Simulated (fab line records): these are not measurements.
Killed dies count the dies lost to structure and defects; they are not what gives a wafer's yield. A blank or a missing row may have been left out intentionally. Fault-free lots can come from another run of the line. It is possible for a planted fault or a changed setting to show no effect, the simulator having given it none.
Chamber matching / flow nand_harc / 4 sister chambers for NHARC_A_M1_DESCUM_14 on rie_diel-09
The step chemistry O2, time 3 s. 14 wafers are shown with their chamber, then 7 later ones without.

WAFERS PAIRED WITH THEIR CHAMBERS
wafer=L074.2; chamber=3; showerhead_plenum_p_Torr (Torr)=1.90; drypump_motor_current_A (A)=6.30; oes_product_au (a.u.)=0.984
wafer=L074.3; chamber=2; showerhead_plenum_p_Torr (Torr)=1.98; drypump_motor_current_A (A)=5.97; oes_product_au (a.u.)=0.983
wafer=L074.4; chamber=0; showerhead_plenum_p_Torr (Torr)=1.83; drypump_motor_current_A (A)=5.65; oes_product_au (a.u.)=1.013
wafer=L078.3; chamber=0; showerhead_plenum_p_Torr (Torr)=1.83; drypump_motor_current_A (A)=5.64; oes_product_au (a.u.)=1.009
wafer=L078.4; chamber=3; showerhead_plenum_p_Torr (Torr)=1.90; drypump_motor_current_A (A)=6.32; oes_product_au (a.u.)=0.996
wafer=L078.6; chamber=3; showerhead_plenum_p_Torr (Torr)=1.90; drypump_motor_current_A (A)=6.31; oes_product_au (a.u.)=0.989
wafer=L090.3; chamber=2; showerhead_plenum_p_Torr (Torr)=1.97; drypump_motor_current_A (A)=6.00; oes_product_au (a.u.)=0.973
wafer=L090.4; chamber=3; showerhead_plenum_p_Torr (Torr)=1.90; drypump_motor_current_A (A)=6.33; oes_product_au (a.u.)=0.988
wafer=L090.5; chamber=1; showerhead_plenum_p_Torr (Torr)=1.93; drypump_motor_current_A (A)=6.19; oes_product_au (a.u.)=0.982
wafer=L091.3; chamber=2; showerhead_plenum_p_Torr (Torr)=1.97; drypump_motor_current_A (A)=5.98; oes_product_au (a.u.)=0.992
wafer=L091.4; chamber=3; showerhead_plenum_p_Torr (Torr)=1.90; drypump_motor_current_A (A)=6.31; oes_product_au (a.u.)=1.010
wafer=L091.5; chamber=2; showerhead_plenum_p_Torr (Torr)=1.97; drypump_motor_current_A (A)=5.99; oes_product_au (a.u.)=0.997
wafer=L093.2; chamber=1; showerhead_plenum_p_Torr (Torr)=1.93; drypump_motor_current_A (A)=6.19; oes_product_au (a.u.)=0.984
wafer=L093.3; chamber=2; showerhead_plenum_p_Torr (Torr)=1.97; drypump_motor_current_A (A)=5.97; oes_product_au (a.u.)=0.986

SIGNATURES, as means of the wafers listed above
reading=showerhead_plenum_p_Torr; chamber 0=1.8300; chamber 1=1.9300; chamber 2=1.9720; chamber 3=1.9000; scatter within a chamber=0.00283
reading=drypump_motor_current_A; chamber 0=5.6450; chamber 1=6.1900; chamber 2=5.9820; chamber 3=6.3140; scatter within a chamber=0.0112
reading=oes_product_au; chamber 0=1.01100; chamber 1=0.98300; chamber 2=0.98620; chamber 3=0.99340; scatter within a chamber=0.00874
Rule: a wafer lies at a distance from a chamber equal to the root of the sum of squares, over the readings, of (its reading less the chamber's mean, divided by the reading's scatter). The wafer belongs to the nearest chamber; if the next one is less than 2 further off, it can't be placed. The scatter is the square root of a quotient: the sum, over the shown wafers, of each reading's squared deviation from its chamber's mean, divided by wafers minus chambers.

WAFERS WHOSE CHAMBER IS MISSING
wafer=L093.6; showerhead_plenum_p_Torr (Torr)=1.83; drypump_motor_current_A (A)=5.63; oes_product_au (a.u.)=0.986
wafer=L095.2; showerhead_plenum_p_Torr (Torr)=1.93; drypump_motor_current_A (A)=6.20; oes_product_au (a.u.)=0.977
wafer=L095.3; showerhead_plenum_p_Torr (Torr)=1.97; drypump_motor_current_A (A)=6.00; oes_product_au (a.u.)=0.989
wafer=L095.5; showerhead_plenum_p_Torr (Torr)=1.90; drypump_motor_current_A (A)=6.33; oes_product_au (a.u.)=0.994
wafer=L096.3; showerhead_plenum_p_Torr (Torr)=1.90; drypump_motor_current_A (A)=6.31; oes_product_au (a.u.)=0.998
wafer=L096.5; showerhead_plenum_p_Torr (Torr)=1.93; drypump_motor_current_A (A)=6.22; oes_product_au (a.u.)=0.975
wafer=L096.6; showerhead_plenum_p_Torr (Torr)=1.82; drypump_motor_current_A (A)=5.60; oes_product_au (a.u.)=0.988

CHAMBER TAKEN BY EACH
wafer=L093.6; from the rows above=0; in truth=0
wafer=L095.2; from the rows above=1; in truth=1
wafer=L095.3; from the rows above=2; in truth=2
wafer=L095.5; from the rows above=3; in truth=3
wafer=L096.3; from the rows above=3; in truth=3
wafer=L096.5; from the rows above=1; in truth=1
wafer=L096.6; from the rows above=0; in truth=0
7 of 7 placed correctly. Number that these rows cannot place: 0. Number placed wrongly: 0.
